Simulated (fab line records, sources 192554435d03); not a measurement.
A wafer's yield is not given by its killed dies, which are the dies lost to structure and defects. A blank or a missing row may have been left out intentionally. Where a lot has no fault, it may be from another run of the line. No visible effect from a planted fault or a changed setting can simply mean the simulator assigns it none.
fab line records	flow n5Finfet
[record] lots = 24	wafers = 72	lastDay = 18
route steps=1938 shown BEOL_M3@968 BEOL_M4@1035
lots that met no fault: from a run of the same line without faults
startH: the number of hours between the record's first day and the start of the first shown wafer of the lot	waitH: time in hours since the lot's previous step	" identical to the entry in the row above	L1.1+2: a single row standing in for several wafers	- no value, or no start given	* or withheld: withheld	< > ~ a bound
route shown NAME@n: a module of which the file shows steps, and the number in the route of the first	usual: the fault-free wafers' mean and standard deviation	same: alike in all rows	chamber/n: place in a boat	sites: the reading at each site	_std_site: how widely they spread, as a standard deviation	_edge_site: the outer-site mean with the inner-site mean subtracted	radiusMm: how far each site lies from the wafer's centre	mask NAME#n: copy n	behind: the last tool/chamber to shape the wafer	hold: why the lot went on hold/how many hours it stayed there/how the hold came to an end	device: names the non-switching transistor (n, p or np)	end of line: tests of these same wafers at the route's end	a step with no rows: only its recipe	killed: the dies lost at the first sort to structure and to defects; this is not the yield of the wafer	map: the dies of a wafer, with x for killed, . for not killed, _ for no die there
set.NAME: the setting as run; set.NAME@STEP: as run at that earlier step	model.NAME: the simulator's own value behind a step, which no gauge read
a sample of lots followed through the steps of the route, with each step as a table and each wafer as a row
services: a tool's chamber out of use, with start hour (startH, from the record's first day; less than 0 if before it), hours out, and reason
[[steps]]
[step N5_BEOL_M3_INSPECT_30]
[recipe] mode = adi	inspectInstrument = brightfield
[usual] rawDefectCount = 360/70
lot.wafer	tool	chamber	startH	waitH	rawDefectCount
L075.2	defectInspect-02	-	149.02	0.0	317
L075.3	"	-	"	"	428
L075.5	"	-	"	"	327
L074.2	defectInspect-02	-	163.78	0.0	248
L074.5	"	-	"	"	255
L074.6	"	-	"	"	261
L076.1	defectInspect-02	-	170.70	0.1	438
L076.2	"	-	"	"	324
L076.5	"	-	"	"	283
L077.1	defectInspect-01	-	176.92	0.1	534
L077.2	"	-	"	"	311
L077.5	"	-	"	"	422
L078.1	defectInspect-02	-	180.04	0.1	370
L078.4	"	-	"	"	368
L078.6	"	-	"	"	223
L080.1	defectInspect-02	-	184.61	0.1	321
L080.3	"	-	"	"	286
L080.4	"	-	"	"	271
L079.2	defectInspect-02	-	186.63	0.0	386
L079.3	"	-	"	"	299
L079.4	"	-	"	"	341
L081.2	defectInspect-02	-	191.87	0.0	283
L081.5	"	-	"	"	274
L081.6	"	-	"	"	395
L082.1	defectInspect-01	-	196.57	0.1	381
L082.5	"	-	"	"	369
L082.6	"	-	"	"	456
L083.1	defectInspect-02	-	198.46	0.1	351
L083.3	"	-	"	"	328
L083.4	"	-	"	"	409
L084.1	defectInspect-01	-	215.35	0.1	312
L084.3	"	-	"	"	277
L084.6	"	-	"	"	298
L085.1	defectInspect-01	-	223.76	0.1	399
L085.3	"	-	"	"	295
L085.6	"	-	"	"	268
L086.3	defectInspect-01	-	223.81	0.0	504
L086.4	"	-	"	"	417
L086.5	"	-	"	"	622
L087.1	defectInspect-02	-	236.18	0.1	346
L087.4	"	-	"	"	391
L087.5	"	-	"	"	448
L088.1	defectInspect-01	-	240.64	0.1	308
L088.3	"	-	"	"	312
L088.6	"	-	"	"	243
L089.1	defectInspect-02	-	241.40	0.1	443
L089.3	"	-	"	"	405
L089.5	"	-	"	"	384
L090.2	defectInspect-01	-	241.96	0.0	402
L090.4	"	-	"	"	418
L090.6	"	-	"	"	517
L091.1	defectInspect-01	-	253.69	0.1	318
L091.5	"	-	"	"	409
L091.6	"	-	"	"	305
L092.4	defectInspect-02	-	257.72	0.0	337
L092.5	"	-	"	"	372
L092.6	"	-	"	"	382
L093.2	defectInspect-02	-	258.93	0.0	400
L093.4	"	-	"	"	321
L093.5	"	-	"	"	308
L094.2	defectInspect-02	-	276.12	0.0	386
L094.4	"	-	"	"	401
L094.6	"	-	"	"	384
L095.1	defectInspect-02	-	276.40	0.1	452
L095.4	"	-	"	"	419
L095.5	"	-	"	"	432
L096.2	defectInspect-01	-	285.13	0.0	380
L096.4	"	-	"	"	361
L096.6	"	-	"	"	325
L097.4	defectInspect-01	-	286.42	0.0	424
L097.5	"	-	"	"	470
L097.6	"	-	"	"	374
[step N5_BEOL_M3_ALD_98]
[recipe] material = SiO2	targetThkA = 25	tempC = 100	aldPrecursorFamily = BDEAS	aldCoReactant = O2-plasma	pulseTimeS = 1	coReactantPulseTimeS = 1	purgeTimeS = 2	coReactantPurgeTimeS = 2	aldCycles = 17	pressureTorr = 2
[usual] heaterPowerW = 78/7.1	precursorPulseHeightRel = 1.002/0.019
lot.wafer	tool	chamber	startH	waitH	heaterPowerW	precursorPulseHeightRel
L075.2	aldSin-03	3	149.39	0.3	76	1.025
L075.3	"	0	"	"	77	0.987
L075.5	"	0	"	"	77	0.970
L074.2	aldSin-04	1	164.03	0.1	83	1.002
L074.5	"	3	"	"	95	1.020
L074.6	"	2	"	"	86	0.985
L076.1	aldSin-03	0	170.87	0.1	77	1.007
L076.2	"	3	"	"	75	1.032
L076.5	"	3	"	"	76	1.020
L077.1	aldSin-02	3	177.15	0.1	77	0.975
L077.2	"	2	"	"	74	0.982
L077.5	"	1	"	"	75	0.995
L078.1	aldSin-02	3	180.75	0.6	74	0.973
L078.4	"	1	"	"	73	1.026
L078.6	"	2	"	"	70	1.013
L080.1	aldSin-04	0	184.78	0.1	71	0.981
L080.3	"	3	"	"	91	0.993
L080.4	"	1	"	"	82	0.973
L079.2	aldSin-04	0	188.23	1.5	72	0.998
L079.3	"	2	"	"	89	1.005
L079.4	"	1	"	"	83	1.025
L081.2	aldSin-04	0	192.47	0.5	73	1.014
L081.5	"	2	"	"	87	1.019
L081.6	"	1	"	"	82	0.988
L082.1	aldSin-02	1	196.74	0.1	74	0.990
L082.5	"	0	"	"	68	0.993
L082.6	"	1	"	"	75	0.963
L083.1	aldSin-03	1	198.63	0.1	76	1.041
L083.3	"	2	"	"	76	0.998
L083.4	"	0	"	"	79	0.999
L084.1	aldSin-02	0	216.07	0.6	69	1.012
L084.3	"	2	"	"	73	0.976
L084.6	"	0	"	"	67	0.988
L085.1	aldSin-04	2	223.92	0.1	86	0.964
L085.3	"	0	"	"	72	0.998
L085.6	"	0	"	"	72	1.019
L086.3	aldSin-02	0	223.97	0.1	70	1.034
L086.4	"	2	"	"	72	1.028
L086.5	"	2	"	"	74	1.011
L087.1	aldSin-02	2	237.19	0.9	69	1.003
L087.4	"	0	"	"	67	0.990
L087.5	"	0	"	"	69	0.979
L088.1	aldSin-04	3	241.79	1.0	94	0.979
L088.3	"	0	"	"	72	1.012
L088.6	"	3	"	"	91	1.019
L089.1	aldSin-04	3	241.89	0.4	92	0.998
L089.3	"	0	"	"	72	0.992
L089.5	"	3	"	"	93	1.008
L090.2	aldSin-02	3	242.55	0.5	76	0.982
L090.4	"	0	"	"	67	1.015
L090.6	"	0	"	"	67	0.980
L091.1	aldSin-03	3	253.86	0.1	74	0.974
L091.5	"	3	"	"	74	0.984
L091.6	"	2	"	"	75	1.016
L092.4	aldSin-02	1	258.15	0.1	73	1.003
L092.5	"	2	"	"	71	0.993
L092.6	"	1	"	"	75	1.009
L093.2	aldSin-03	3	259.10	0.1	74	1.012
L093.4	"	1	"	"	78	1.015
L093.5	"	1	"	"	78	1.000
L094.2	aldSin-02	1	276.63	0.4	74	1.001
L094.4	"	3	"	"	74	1.014
L094.6	"	2	"	"	72	1.007
L095.1	aldSin-02	3	276.99	0.2	76	0.992
L095.4	"	1	"	"	76	0.991
L095.5	"	2	"	"	72	1.023
L096.2	aldSin-02	1	285.30	0.1	76	1.006
L096.4	"	2	"	"	72	1.027
L096.6	"	2	"	"	71	0.986
L097.4	aldSin-04	1	286.78	0.2	82	1.003
L097.5	"	3	"	"	93	1.028
L097.6	"	2	"	"	88	1.040
[step N5_BEOL_M3_STRIP_97]
[recipe] chemistry = N2/H2	timeS = 10	powerW = 450	tempC = 40	pressureMtorr = 20	rfFrequencyHz = 6e+07	biasPowerW = 7	n2FlowSccm = 200	h2FlowSccm = 200
[usual] drypumpMotorCurrentA = 5.9/0.38	oesProductAu = 0.78/0.096	rfVppV = 59.3/0.84	showerheadPlenumPTorr = 2.56/0.074	throttleValvePct = 23.6/0.33
lot.wafer	tool	chamber	startH	waitH	drypumpMotorCurrentA	oesProductAu	rfHoursCounterH	rfVppV	showerheadPlenumPTorr	throttleValvePct
L075.2	rieDiel-03	1	-	-	5.7	0.69	196	59.4	2.64	23.8
L075.3	"	2	"	"	5.7	0.82	67	60.1	2.47	23.3
L075.5	"	0	"	"	6.2	0.69	-	59.9	2.62	24.1
L074.2	rieDiel-04	1	-	-	6.3	0.75	142	60.3	2.64	23.3
L074.5	"	2	"	"	6.4	0.68	-	57.9	2.62	24.0
L074.6	"	3	"	"	5.4	0.75	-	59.1	2.63	23.9
L076.1	rieDiel-04	2	-	-	6.4	0.68	234	58.9	2.62	24.0
L076.2	"	3	"	"	5.3	0.74	188	60.3	2.63	23.9
L076.5	"	0	"	"	6.1	0.85	-	58.8	2.59	23.3
L077.1	rieDiel-06	3	-	-	6.0	0.70	198	59.0	2.42	23.9
L077.2	"	2	"	"	5.5	0.80	78	59.2	2.46	23.5
L077.5	"	2	"	"	5.5	0.79	-	57.5	2.47	23.5
L078.1	rieDiel-04	0	-	-	6.1	0.85	68	60.1	2.59	23.3
L078.4	"	1	"	"	6.3	0.74	145	59.7	2.64	23.3
L078.6	"	3	"	"	5.3	0.74	-	60.2	2.63	23.9
L080.1	rieDiel-04	3	-	-	5.4	0.74	191	59.7	2.63	23.9
L080.3	"	1	"	"	6.3	0.74	148	59.0	2.64	23.3
L080.4	"	0	"	"	6.1	0.85	71	58.8	2.59	23.4
L079.2	rieDiel-04	3	-	-	5.4	0.74	193	58.5	2.63	23.9
L079.3	"	0	"	"	6.1	0.84	73	58.5	2.59	23.4
L079.4	"	2	"	"	6.4	0.68	239	61.2	2.62	24.0
L081.2	rieDiel-03	3	-	-	6.3	0.95	4	60.2	2.60	23.1
L081.5	"	3	"	"	6.3	0.95	-	59.4	2.60	23.1
L081.6	"	2	"	"	5.7	0.82	-	58.3	2.46	23.3
L082.1	rieDiel-03	3	-	-	6.3	0.95	6	60.2	2.60	23.1
L082.5	"	0	"	"	6.2	0.68	-	59.3	2.61	24.1
L082.6	"	3	"	"	6.3	0.94	-	59.9	2.60	23.1
L083.1	rieDiel-04	1	-	-	6.3	0.74	152	59.1	2.63	23.3
L083.3	"	3	"	"	5.3	0.73	195	58.9	2.63	23.9
L083.4	"	2	"	"	6.4	0.67	241	59.7	2.62	24.0
L084.1	rieDiel-03	3	-	-	6.3	0.92	9	58.3	2.60	23.1
L084.3	"	1	"	"	5.8	0.69	211	59.6	2.63	23.9
L084.6	"	1	"	"	5.8	0.70	-	60.0	2.63	23.8
L085.1	rieDiel-03	1	-	-	5.8	0.69	213	58.7	2.63	23.9
L085.3	"	2	"	"	5.7	0.81	85	59.0	2.46	23.3
L085.6	"	3	"	"	6.3	0.92	-	58.3	2.59	23.1
L086.3	rieDiel-06	3	-	-	6.0	0.69	214	58.7	2.42	23.9
L086.4	"	2	"	"	5.5	0.79	95	59.3	2.46	23.5
L086.5	"	3	"	"	6.0	0.70	-	58.7	2.42	23.9
L087.1	rieDiel-06	1	-	-	5.3	0.73	162	59.2	2.54	24.0
L087.4	"	3	"	"	6.0	0.69	219	58.7	2.41	23.9
L087.5	"	2	"	"	5.5	0.77	-	58.2	2.46	23.5
L090.2	rieDiel-03	3	-	-	6.4	0.90	20	60.3	2.59	23.1
L090.4	"	1	"	"	5.7	0.68	222	59.0	2.63	23.9
L090.6	"	1	"	"	5.7	0.68	-	58.8	2.63	23.9
L088.1	rieDiel-04	2	-	-	6.4	1.00	1	59.3	2.61	23.7
L088.3	"	0	"	"	6.1	0.83	88	60.6	2.58	23.4
L088.6	"	2	"	"	6.4	0.99	-	58.8	2.61	23.6
L089.1	rieDiel-03	0	-	-	6.2	0.99	2	60.0	2.61	23.7
L089.3	"	3	"	"	6.3	0.90	21	60.3	2.59	23.1
L089.5	"	3	"	"	6.3	0.90	-	60.2	2.59	23.1
L091.1	rieDiel-06	2	-	-	5.5	0.77	104	59.1	2.45	23.5
L091.5	"	0	"	"	5.4	0.69	-	59.2	2.50	24.0
L091.6	"	3	"	"	6.0	0.69	-	60.3	2.41	23.9
L092.4	rieDiel-03	0	-	-	6.2	0.98	4	60.5	2.61	23.7
L092.5	"	0	"	"	6.2	0.99	-	60.0	2.61	23.7
L092.6	"	3	"	"	6.3	0.90	-	59.4	2.59	23.1
L093.2	rieDiel-06	0	-	-	5.4	0.69	214	58.8	2.50	23.9
L093.4	"	3	"	"	6.0	0.69	225	60.0	2.41	23.9
L093.5	"	3	"	"	6.0	0.69	-	58.0	2.41	23.9
L094.2	rieDiel-03	2	-	-	5.7	0.79	103	58.3	2.45	23.4
L094.4	"	0	"	"	6.2	0.97	10	59.8	2.60	23.7
L094.6	"	2	"	"	5.7	0.80	-	58.5	2.45	23.3
L095.1	rieDiel-03	1	-	-	5.7	0.68	232	57.4	2.62	23.9
L095.4	"	0	"	"	6.2	0.95	11	58.3	2.60	23.7
L095.5	"	3	"	"	6.3	0.89	-	59.7	2.59	23.1
L097.4	rieDiel-03	3	-	-	6.3	0.89	34	58.1	2.58	23.1
L097.5	"	0	"	"	6.2	0.95	-	58.7	2.60	23.7
L097.6	"	3	"	"	6.3	0.88	-	59.5	2.59	23.1
L096.2	rieDiel-04	1	-	-	6.4	0.72	179	59.1	2.62	23.3
L096.4	"	2	"	"	6.4	0.95	13	59.1	2.61	23.7
L096.6	"	2	"	"	6.4	0.95	-	59.8	2.61	23.6
[step N5_BEOL_M3_SPUTTER_92]
[recipe] material = Cu	targetThkA = 45	tempC = -20	chamberPressurePa = 0.07	powerW = withheld	timeS = 8.29
[usual] chuckGasFlowSccm = 1.26/0.058	throttleValvePct = 30.2/1
lot.wafer	tool	chamber	startH	waitH	chuckGasFlowSccm	throttleValvePct
L075.2	pvdSputter-01	-	173.68	0.1	1.35	30.5
L075.3	"	-	"	"	1.32	29.6
L075.5	"	-	"	"	1.21	31.0
L074.2	pvdSputter-03	-	177.59	0.1	1.17	31.7
L074.5	"	-	"	"	1.23	31.6
L074.6	"	-	"	"	1.29	29.1
L076.1	pvdSputter-02	-	184.61	0.1	1.35	29.5
L076.2	"	-	"	"	1.12	31.5
L076.5	"	-	"	"	1.23	29.7
L077.1	pvdSputter-01	-	185.81	0.1	1.25	30.5
L077.2	"	-	"	"	1.27	29.4
L077.5	"	-	"	"	1.36	30.9
L078.1	pvdSputter-03	-	187.56	0.1	1.17	30.6
L078.4	"	-	"	"	1.26	31.6
L078.6	"	-	"	"	1.26	29.2
L080.1	pvdSputter-02	-	196.59	0.1	1.15	28.2
L080.3	"	-	"	"	1.35	31.6
L080.4	"	-	"	"	1.25	29.5
L079.2	pvdSputter-03	-	202.18	0.1	1.25	29.4
L079.3	"	-	"	"	1.30	30.6
L079.4	"	-	"	"	1.29	30.0
L081.2	pvdSputter-03	-	204.18	0.1	1.21	29.1
L081.5	"	-	"	"	1.26	29.2
L081.6	"	-	"	"	1.26	31.7
L082.1	pvdSputter-01	-	207.62	0.1	1.31	30.3
L082.5	"	-	"	"	1.25	29.6
L082.6	"	-	"	"	1.30	31.0
L083.1	pvdSputter-02	-	207.83	0.1	1.19	28.0
L083.3	"	-	"	"	1.26	29.7
L083.4	"	-	"	"	1.23	29.6
L084.1	pvdSputter-03	-	220.94	0.1	1.27	30.8
L084.3	"	-	"	"	1.35	31.6
L084.6	"	-	"	"	1.30	29.2
L085.1	pvdSputter-03	-	227.04	0.1	1.18	29.1
L085.3	"	-	"	"	1.30	29.9
L085.6	"	-	"	"	1.20	30.5
L086.3	pvdSputter-01	-	232.78	0.1	1.35	29.6
L086.4	"	-	"	"	1.22	30.5
L086.5	"	-	"	"	1.32	30.7
L087.1	pvdSputter-01	-	252.70	0.1	1.19	30.7
L087.4	"	-	"	"	1.25	30.9
L087.5	"	-	"	"	1.22	30.9
L090.2	pvdSputter-01	-	255.09	0.1	1.26	29.6
L090.4	"	-	"	"	1.34	30.8
L090.6	"	-	"	"	1.36	29.6
L088.1	pvdSputter-03	-	255.55	0.1	1.21	31.5
L088.3	"	-	"	"	1.27	29.7
L088.6	"	-	"	"	1.18	30.7
L089.1	pvdSputter-03	-	259.61	0.1	1.26	30.7
L089.3	"	-	"	"	1.24	31.9
L089.5	"	-	"	"	1.23	31.8
L091.1	pvdSputter-02	-	265.65	0.1	1.19	29.7
L091.5	"	-	"	"	1.29	31.5
L091.6	"	-	"	"	1.34	29.5
L092.4	pvdSputter-02	-	267.77	0.1	1.28	29.3
L092.5	"	-	"	"	1.25	29.5
L092.6	"	-	"	"	1.33	31.4
L093.2	pvdSputter-02	-	270.36	0.1	1.25	28.1
L093.4	"	-	"	"	1.31	30.0
L093.5	"	-	"	"	1.18	31.6
L094.2	pvdSputter-03	-	286.87	0.1	1.22	29.0
L094.4	"	-	"	"	1.21	30.5
L094.6	"	-	"	"	1.21	31.5
L095.1	pvdSputter-02	-	292.28	0.1	1.33	28.1
L095.4	"	-	"	"	1.22	31.9
L095.5	"	-	"	"	1.24	31.3
L097.4	pvdSputter-03	-	299.46	0.1	1.31	31.6
L097.5	"	-	"	"	1.31	31.8
L097.6	"	-	"	"	1.23	30.6
L096.2	pvdSputter-01	-	299.99	0.1	1.34	29.8
L096.4	"	-	"	"	1.31	30.1
L096.6	"	-	"	"	1.27	31.1
[step N5_BEOL_M4_OVL_MEAS_12]
[recipe] pointsPerWafer = 522
[usual] M4_OVL = 0.2/0.74
lot.wafer	tool	chamber	startH	waitH	M4_OVL[nm]
L075.2	overlay-01	0	176.09	0.0	0.3
L075.3	"	0	"	"	-0.8
L075.5	"	0	"	"	-0.6
L074.2	overlay-02	0	179.80	0.0	-0.7
L074.5	"	0	"	"	-1.5
L074.6	"	0	"	"	-1.1
L076.1	overlay-02	0	188.98	0.0	0.6
L076.2	"	0	"	"	1.4
L076.5	"	0	"	"	0.5
L077.1	overlay-02	0	189.26	0.0	-0.5
L077.2	"	0	"	"	-0.4
L077.5	"	0	"	"	0.6
L078.1	overlay-01	0	190.48	0.0	0.4
L078.4	"	0	"	"	0.9
L078.6	"	0	"	"	1.1
L080.1	overlay-02	0	200.15	0.0	-0.1
L080.3	"	0	"	"	-0.1
L080.4	"	0	"	"	-0.8
L079.2	overlay-02	0	205.71	0.0	0.6
L079.3	"	0	"	"	1.2
L079.4	"	0	"	"	1.2
L081.2	overlay-02	0	209.01	0.0	-0.5
L081.5	"	0	"	"	0.5
L081.6	"	0	"	"	-0.4
L082.1	overlay-01	0	210.31	0.0	0.3
L082.5	"	0	"	"	1.7
L082.6	"	0	"	"	0.5
L083.1	overlay-02	0	210.44	0.0	0.2
L083.3	"	0	"	"	0.5
L083.4	"	0	"	"	0.4
L084.1	overlay-01	0	223.48	0.0	1.0
L084.3	"	0	"	"	1.9
L084.6	"	0	"	"	0.0
L085.1	overlay-02	0	229.91	0.0	-0.3
L085.3	"	0	"	"	1.2
L085.6	"	0	"	"	0.3
L086.3	overlay-02	0	238.11	0.0	0.3
L086.4	"	0	"	"	0.4
L086.5	"	0	"	"	-0.5
L087.1	overlay-01	0	256.92	0.0	-1.8
L087.4	"	0	"	"	-0.7
L087.5	"	0	"	"	-1.0
L090.2	overlay-02	0	257.80	0.0	0.4
L090.4	"	0	"	"	0.6
L090.6	"	0	"	"	0.3
L088.1	overlay-02	0	260.68	0.0	0.3
L088.3	"	0	"	"	0.7
L088.6	"	0	"	"	1.0
L089.1	overlay-02	0	264.50	0.0	0.8
L089.3	"	0	"	"	1.1
L089.5	"	0	"	"	-0.1
L091.1	overlay-01	0	267.93	0.0	-1.1
L091.5	"	0	"	"	-1.1
L091.6	"	0	"	"	0.3
L092.4	overlay-02	0	271.76	0.0	0.6
L092.5	"	0	"	"	-0.5
L092.6	"	0	"	"	1.0
L093.2	overlay-02	0	273.19	0.0	0.4
L093.4	"	0	"	"	0.2
L093.5	"	0	"	"	-0.8
L094.2	overlay-01	0	290.15	0.0	-0.6
L094.4	"	0	"	"	0.4
L094.6	"	0	"	"	0.1
L095.1	overlay-02	0	294.89	0.0	0.6
L095.4	"	0	"	"	1.8
L095.5	"	0	"	"	0.1
L097.4	overlay-01	0	302.17	0.0	-0.1
L097.5	"	0	"	"	0.6
L097.6	"	0	"	"	0.4
L096.2	overlay-02	0	304.28	0.0	-0.4
L096.4	"	0	"	"	-0.6
L096.6	"	0	"	"	0.1
[step N5_BEOL_M4_ETCH_63]
[recipe] chemistry = CF4	target = SiARC	targetDepthA = 156	maskMaterial = CAR-EUV	timeS = 26	ionEnergyEv = 80	pressureMtorr = 40	sourceW = 545	biasW = 36	Ar_flow_sccm = 100	cf4FlowSccm = 100	ends = cleared
[usual] cf4FlowSccm = 99.96/0.3	drypumpMotorCurrentA = 5.9/0.55	etchRfOnTimeS = 25.9/0.66	oesProductAu = 0.67/0.086	rfVppV = 184.4/1.3	showerheadPlenumPTorr = 2.17/0.078	throttleValvePct = 15.56/0.21
lot.wafer	tool	chamber	startH	waitH	cf4FlowSccm	drypumpMotorCurrentA	etchRfOnTimeS	oesProductAu	rfHoursCounterH	rfVppV	showerheadPlenumPTorr	throttleValvePct
L075.2	rieDiel-01	0	176.28	0.0	100.09	6.8	26.9	0.62	166	183.3	2.15	15.74
L075.3	"	3	"	"	100.26	5.1	25.4	0.73	50	183.6	2.11	15.36
L075.5	"	1	"	"	99.84	6.1	25.3	0.71	-	187.3	2.25	15.55
L074.2	rieDiel-01	2	180.24	0.0	100.19	4.9	27.0	0.61	194	181.7	2.04	15.61
L074.5	"	0	"	"	99.62	6.8	27.2	0.62	-	183.6	2.15	15.75
L074.6	"	3	"	"	99.57	5.1	25.5	0.73	-	184.6	2.10	15.37
L076.1	rieDiel-05	2	189.13	0.0	99.77	5.6	26.4	0.61	190	184.9	2.22	15.84
L076.2	"	0	"	"	99.22	5.6	26.1	0.58	245	184.8	2.20	15.98
L076.5	"	0	"	"	99.97	5.6	25.8	0.59	-	185.2	2.20	15.99
L077.1	rieDiel-05	0	189.42	0.0	100.27	5.6	25.9	0.59	245	186.0	2.20	15.98
L077.2	"	2	"	"	100.25	5.6	26.1	0.61	190	184.5	2.22	15.82
L077.5	"	3	"	"	99.81	6.2	24.5	0.62	-	184.0	2.03	15.63
L078.1	rieDiel-05	2	190.62	0.0	100.12	5.6	26.5	0.61	190	184.9	2.22	15.83
L078.4	"	0	"	"	99.93	5.7	25.9	0.58	246	185.2	2.20	15.99
L078.6	"	2	"	"	99.88	5.6	26.9	0.60	-	184.3	2.22	15.83
L080.1	rieDiel-02	0	200.29	0.0	100.15	6.2	25.8	0.60	213	184.2	2.21	15.43
L080.3	"	1	"	"	100.10	6.5	26.1	0.77	29	183.6	2.27	15.26
L080.4	"	2	"	"	100.19	5.7	25.5	0.69	95	183.2	2.15	15.51
L079.2	rieDiel-01	3	205.85	0.0	99.66	5.1	25.3	0.72	61	182.4	2.10	15.40
L079.3	"	2	"	"	100.21	4.9	26.6	0.60	202	182.7	2.04	15.63
L079.4	"	0	"	"	99.53	6.8	26.9	0.62	178	183.6	2.14	15.75
L081.2	rieDiel-01	1	209.15	0.0	100.15	6.2	25.0	0.70	103	184.9	2.24	15.56
L081.5	"	3	"	"	99.69	5.1	25.2	0.72	-	183.2	2.10	15.39
L081.6	"	0	"	"	100.01	6.8	26.8	0.61	-	183.7	2.14	15.76
L082.1	rieDiel-02	3	210.46	0.0	100.37	6.0	25.0	0.77	43	186.0	2.28	15.65
L082.5	"	0	"	"	99.96	6.2	25.4	0.60	-	185.3	2.21	15.44
L082.6	"	1	"	"	100.04	6.5	26.2	0.76	-	184.1	2.27	15.27
L083.1	rieDiel-05	2	210.63	0.0	99.92	5.6	26.4	0.60	198	182.9	2.21	15.83
L083.3	"	1	"	"	99.66	6.5	26.0	0.60	213	184.0	2.11	15.32
L083.4	"	1	"	"	99.72	6.5	26.2	0.61	-	183.7	2.11	15.32
L084.1	rieDiel-05	3	223.63	0.0	99.51	6.2	24.6	0.61	252	182.0	2.03	15.66
L084.3	"	2	"	"	100.48	5.6	27.1	0.59	205	183.3	2.21	15.85
L084.6	"	3	"	"	99.71	6.2	25.0	0.60	-	183.3	2.03	15.67
L085.1	rieDiel-05	1	230.26	0.0	100.14	6.5	26.2	0.59	223	185.2	2.11	15.33
L085.3	"	0	"	"	99.72	5.6	25.7	0.87	1	184.9	2.20	15.52
L085.6	"	0	"	"	99.79	5.6	25.5	0.88	-	183.3	2.20	15.51
L086.3	rieDiel-05	0	238.24	0.0	99.84	5.6	25.8	0.84	5	185.0	2.20	15.52
L086.4	"	1	"	"	99.91	6.5	26.6	0.59	-	183.4	2.11	15.36
L086.5	"	2	"	"	100.43	5.6	26.8	0.59	-	185.4	2.21	15.88
L087.1	rieDiel-02	0	257.06	0.0	99.98	6.2	26.0	0.60	231	185.0	2.21	15.46
L087.4	"	1	"	"	100.30	6.5	25.8	0.74	46	185.3	2.27	15.29
L087.5	"	0	"	"	100.69	6.2	26.1	0.59	-	183.8	2.21	15.48
L090.2	rieDiel-05	0	257.93	0.0	100.53	5.6	25.8	0.81	14	184.3	2.20	15.54
L090.4	"	0	"	"	100.63	5.7	26.1	0.82	-	185.9	2.20	15.55
L090.6	"	1	"	"	99.96	6.5	26.5	0.58	-	184.7	2.10	15.37
L088.1	rieDiel-02	1	260.83	0.0	99.84	6.5	25.9	0.75	48	185.4	2.27	15.31
L088.3	"	2	"	"	99.75	5.6	25.3	0.68	113	184.9	2.14	15.56
L088.6	"	2	"	"	100.25	5.7	25.6	0.67	-	184.7	2.14	15.56
L089.1	rieDiel-05	0	264.65	0.0	99.55	5.6	25.4	0.82	16	185.0	2.20	15.54
L089.3	"	2	"	"	99.73	5.6	26.4	0.59	216	183.9	2.21	15.88
L089.5	"	0	"	"	99.83	5.6	25.6	0.82	-	184.4	2.20	15.52
L091.1	rieDiel-05	3	268.09	0.0	100.40	6.3	25.4	0.83	7	184.7	2.28	15.22
L091.5	"	3	"	"	99.87	6.3	25.4	0.83	-	188.8	2.28	15.20
L091.6	"	2	"	"	100.63	5.6	26.7	0.59	-	185.5	2.21	15.89
L092.4	rieDiel-01	1	272.35	0.0	99.57	6.1	25.1	0.68	126	185.9	2.24	15.60
L092.5	"	0	"	"	100.06	6.8	26.9	0.60	-	183.1	2.13	15.83
L092.6	"	3	"	"	99.92	5.1	25.2	0.69	-	183.0	2.09	15.44
L093.2	rieDiel-02	2	273.56	0.0	99.98	5.7	25.6	0.66	118	184.5	2.14	15.56
L093.4	"	3	"	"	99.70	6.0	25.3	0.74	64	186.3	2.27	15.71
L093.5	"	1	"	"	100.09	6.5	26.1	0.73	-	184.9	2.27	15.31
L094.2	rieDiel-01	0	290.29	0.0	100.12	6.8	27.2	0.59	207	183.9	2.13	15.81
L094.4	"	1	"	"	100.01	6.1	25.4	0.67	133	185.9	2.23	15.61
L094.6	"	1	"	"	100.14	6.1	25.5	0.67	-	184.7	2.23	15.62
L095.1	rieDiel-01	2	295.04	0.0	99.77	4.9	26.6	0.58	229	181.4	2.03	15.68
L095.4	"	1	"	"	100.27	6.2	25.4	0.67	134	185.7	2.23	15.62
L095.5	"	3	"	"	99.79	5.1	25.6	0.68	-	183.4	2.09	15.44
L097.4	rieDiel-05	3	302.31	0.0	99.41	6.2	25.6	0.80	-	185.1	2.28	15.24
L097.5	"	0	"	"	100.15	5.6	25.9	0.78	-	183.5	2.19	15.59
L097.6	"	2	"	"	100.10	5.6	26.7	0.58	-	184.2	2.20	15.90
L096.2	rieDiel-02	2	304.42	0.0	100.11	5.7	25.4	0.66	129	184.9	2.14	15.59
L096.4	"	3	"	"	99.71	6.0	25.4	0.73	74	185.3	2.27	15.73
L096.6	"	0	"	"	99.72	6.3	26.1	0.58	-	182.9	2.20	15.50
[[services]]
tool	chamber	startH	hours	kind
pvdSputter-02	-	146.19	7.4	repair
rieDiel-01	3	165.61	6.2	repair
rieDiel-03	3	166.76	-	clean
rieDiel-03	3	166.76	-	consumableReplace:focusRing
aldSin-03	-	178.89	14.0	pm
aldSin-03	-	197.04	1.2	repair
rieDiel-01	1	200.33	1.6	repair
rieDiel-05	0	203.00	-	clean
rieDiel-05	0	203.00	-	consumableReplace:focusRing
rieDiel-05	0	203.00	22.6	scheduledDown
rieDiel-05	0	203.00	22.6	ventCycle
rieDiel-06	0	211.47	8.5	repair
aldSin-03	-	212.50	1.6	repair
rieDiel-03	0	224.48	-	clean
rieDiel-03	0	224.48	-	consumableReplace:focusRing
aldSin-03	-	231.84	14.6	pm
aldSin-04	2	235.80	1.5	repair
rieDiel-05	2	248.35	14.3	repair
rieDiel-01	2	252.54	8.2	repair
aldSin-03	-	254.36	0.9	repair
aldSin-02	3	258.88	16.6	repair
rieDiel-03	-	272.06	0.8	repair
aldSin-02	0	273.18	10.1	repair
aldSin-03	-	291.28	0.6	repair
[[key]]
fault none
